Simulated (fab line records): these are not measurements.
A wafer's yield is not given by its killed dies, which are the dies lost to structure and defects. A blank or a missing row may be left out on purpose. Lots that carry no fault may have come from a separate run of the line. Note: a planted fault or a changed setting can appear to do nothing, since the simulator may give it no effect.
Which tool is to blame? | flow n5_finfet | 24 lots with 72 wafers sampled at 2 steps, on a route of 1938 steps

WHAT THE GAUGES READ, wafer by wafer
N5_BEOL_M7_CD_MEAS_18: pitch 80 nm, target cd 40 nm.
lot  | measured     | on        | cd_nm (nm)
L074 | day 8 19:28  | cd_sem-02 | 39.5 39.9 40.4
L075 | day 8 21:35  | cd_sem-02 | 40.7 41.1 40.8
L077 | day 9 15:24  | cd_sem-02 | 40.2 40.6 40.7
L076 | day 9 18:10  | cd_sem-01 | 40.3 41.8 40.5
L078 | day 9 20:20  | cd_sem-02 | 39.5 39.5 39.6
L079 | day 10 15:35 | cd_sem-02 | 41.3 40.4 40.6
L081 | day 10 16:11 | cd_sem-02 | 40.6 38.9 40.1
L080 | day 10 19:10 | cd_sem-02 | 39.8 40.4 40.3
L082 | day 10 22:38 | cd_sem-03 | 40.6 40.6 41.1
L083 | day 11 14:47 | cd_sem-02 | 40.9 40.4 40.9
L084 | day 11 22:17 | cd_sem-02 | 41.3 41.2 41.5
L085 | day 12 02:47 | cd_sem-02 | 41.5 40.4 40.3
L086 | day 12 05:53 | cd_sem-02 | 40.5 39.7 40.1
L088 | day 12 15:42 | cd_sem-02 | 40.0 39.5 39.4
L087 | day 12 19:19 | cd_sem-03 | 39.9 39.9 40.1
L090 | day 12 23:21 | cd_sem-03 | 39.6 39.3 40.0
L089 | day 12 23:49 | cd_sem-03 | 40.9 40.1 39.6
L091 | day 13 08:08 | cd_sem-03 | 40.3 40.1 39.5
L093 | day 13 20:41 | cd_sem-03 | 40.5 40.0 40.8
L092 | day 14 01:01 | cd_sem-03 | 39.1 39.8 40.4
L095 | day 14 08:40 | cd_sem-02 | 39.0 40.1 40.3
L097 | day 14 10:50 | cd_sem-02 | 40.8 40.2 40.1
L094 | day 14 11:02 | cd_sem-02 | 39.7 39.9 40.0
L096 | day 14 11:27 | cd_sem-03 | 39.9 38.9 39.6

WHAT TOOL EACH LOT RAN ON (gives the tool, then ch and the chambers of the sampled wafers, and finally the start)
lot  | N5_BEOL_M7_ETCH_61
L074 | rie_diel-05 ch 2,3, day 8 19:01
L075 | rie_diel-05 ch 0,1,3, day 8 21:04
L077 | rie_diel-02 ch 0, day 9 14:30
L076 | rie_diel-04 ch 0,1,3, day 9 17:44
L078 | rie_diel-04 ch 0,2,3, day 9 19:54
L079 | rie_diel-04 ch 2,3, day 10 15:01
L081 | rie_diel-05 ch 0,1,3, day 10 15:38
L080 | rie_diel-05 ch 1,3, day 10 18:24
L082 | rie_diel-02 ch 2,3, day 10 22:07
L083 | rie_diel-02 ch 0,2,3, day 11 14:22
L084 | rie_diel-02 ch 2,3, day 11 21:44
L085 | rie_diel-04 ch 0,1,2, day 12 02:19
L086 | rie_diel-05 ch 1,2, day 12 05:23
L088 | rie_diel-05 ch 0,2,3, day 12 15:16
L087 | rie_diel-02 ch 1,2, day 12 18:47
L090 | rie_diel-02 ch 1,3, day 12 22:47
L089 | rie_diel-04 ch 0,3, day 12 23:22
L091 | rie_diel-02 ch 2,3, day 13 07:43
L093 | rie_diel-02 ch 0,1,2, day 13 20:16
L092 | rie_diel-02 ch 0,1,2, day 14 00:28
L095 | rie_diel-04 ch 0,1,3, day 14 08:13
L097 | rie_diel-05 ch 0,1, day 14 10:24
L094 | rie_diel-04 ch 1,2,3, day 14 10:34
L096 | rie_diel-05 ch 1,2,3, day 14 11:02
- N5_BEOL_M7_ETCH_61: etches SiARC in CF4, target depth 45.5 nm, time 75.8 s.

AS READ BY THE TOOLS THEMSELVES (means over the sampled wafers that have a number; for cases with no such wafer, the mark the record gives instead)
N5_BEOL_M7_ETCH_61.
lot  | tool        | cf4_flow_sccm (sccm) | drypump_motor_current_A (A) | etch_rf_on_time_s (s) | oes_product_au (a.u.) | rf_vpp_V (V) | showerhead_plenum_p_Torr (Torr) | throttle_valve_pct (%)
L074 | rie_diel-05 | 99.6                 | 5.8                         | 75.8                  | 0.65                  | 184.1        | 2.21                            | 15.89
L075 | rie_diel-05 | 100.5                | 5.6                         | 76.9                  | 0.68                  | 183.0        | 2.16                            | 15.79
L077 | rie_diel-02 | 100.3                | 6.1                         | 75.5                  | 0.58                  | 184.3        | 2.20                            | 16.03
L076 | rie_diel-04 | 100.0                | 5.7                         | 73.8                  | 0.72                  | 183.6        | 2.14                            | 15.51
L078 | rie_diel-04 | 100.1                | 5.4                         | 74.1                  | 0.74                  | 183.9        | 2.14                            | 15.39
L079 | rie_diel-04 | 100.2                | 5.3                         | 74.6                  | 0.77                  | 184.6        | 2.18                            | 15.30
L081 | rie_diel-05 | 99.8                 | 5.5                         | 76.8                  | 0.67                  | 184.3        | 2.15                            | 15.81
L080 | rie_diel-05 | 99.7                 | 5.8                         | 77.2                  | 0.65                  | 183.7        | 2.18                            | 15.83
L082 | rie_diel-02 | 100.2                | 5.9                         | 77.0                  | 0.60                  | 184.1        | 2.13                            | 16.02
L083 | rie_diel-02 | 99.7                 | 5.9                         | 76.5                  | 0.59                  | 184.1        | 2.14                            | 16.04
L084 | rie_diel-02 | 100.2                | 5.8                         | 76.1                  | 0.58                  | 184.1        | 2.11                            | 16.03
L085 | rie_diel-04 | 100.1                | 5.7                         | 72.8                  | 0.72                  | 183.9        | 2.14                            | 15.51
L086 | rie_diel-05 | 100.1                | 5.8                         | 75.7                  | 0.69                  | 183.7        | 2.12                            | 15.54
L088 | rie_diel-05 | 99.9                 | 5.6                         | 75.3                  | 0.65                  | 183.6        | 2.17                            | 15.92
L087 | rie_diel-02 | 100.1                | 6.1                         | 76.7                  | 0.68                  | 184.2        | 2.18                            | 15.82
L090 | rie_diel-02 | 100.1                | 6.1                         | 75.9                  | 0.73                  | 184.4        | 2.20                            | 15.57
L089 | rie_diel-04 | 99.8                 | 5.4                         | 72.9                  | 0.68                  | 183.1        | 2.09                            | 15.52
L091 | rie_diel-02 | 100.3                | 5.8                         | 76.3                  | 0.58                  | 184.3        | 2.11                            | 16.05
L093 | rie_diel-02 | 100.2                | 6.1                         | 75.5                  | 0.73                  | 184.2        | 2.20                            | 15.63
L092 | rie_diel-02 | 100.2                | 6.1                         | 76.6                  | 0.73                  | 184.9        | 2.20                            | 15.65
L095 | rie_diel-04 | 100.0                | 5.7                         | 73.3                  | 0.69                  | 184.1        | 2.12                            | 15.58
L097 | rie_diel-05 | 99.8                 | 5.3                         | 77.0                  | 0.66                  | 184.5        | 2.12                            | 15.85
L094 | rie_diel-04 | 100.1                | 5.7                         | 74.8                  | 0.72                  | 184.7        | 2.17                            | 15.47
L096 | rie_diel-05 | 100.1                | 5.9                         | 76.4                  | 0.64                  | 183.5        | 2.15                            | 15.78

THE ANSWER, worked out from the rows above alone
Rule: what is usual is taken from the lots themselves. The widest of any qualifying gaps counts: lots, ordered by their means at a reading, are off when they make up no more than a third of the lots, leave a main group of 4 or more, and stand apart from it by 3 or more times the standard deviation of that group's means. The tables above print the reading to a certain number of digits; a main group whose means all agree to those digits is not used. A lot without any number at a reading at which 4 lots or more have one is off too. All remaining lots with rows at the step are treated as sound. First the gauges in route order, then the tools' own readings, where a lot's mean is used as printed above. At the first step where some lot is off, the reading lying furthest off is the one used; lots without a number count as furthest.
No lot is off on any of the readings shown, so nothing can be concluded from this.

WHAT THE SIMULATOR HAD INSERTED
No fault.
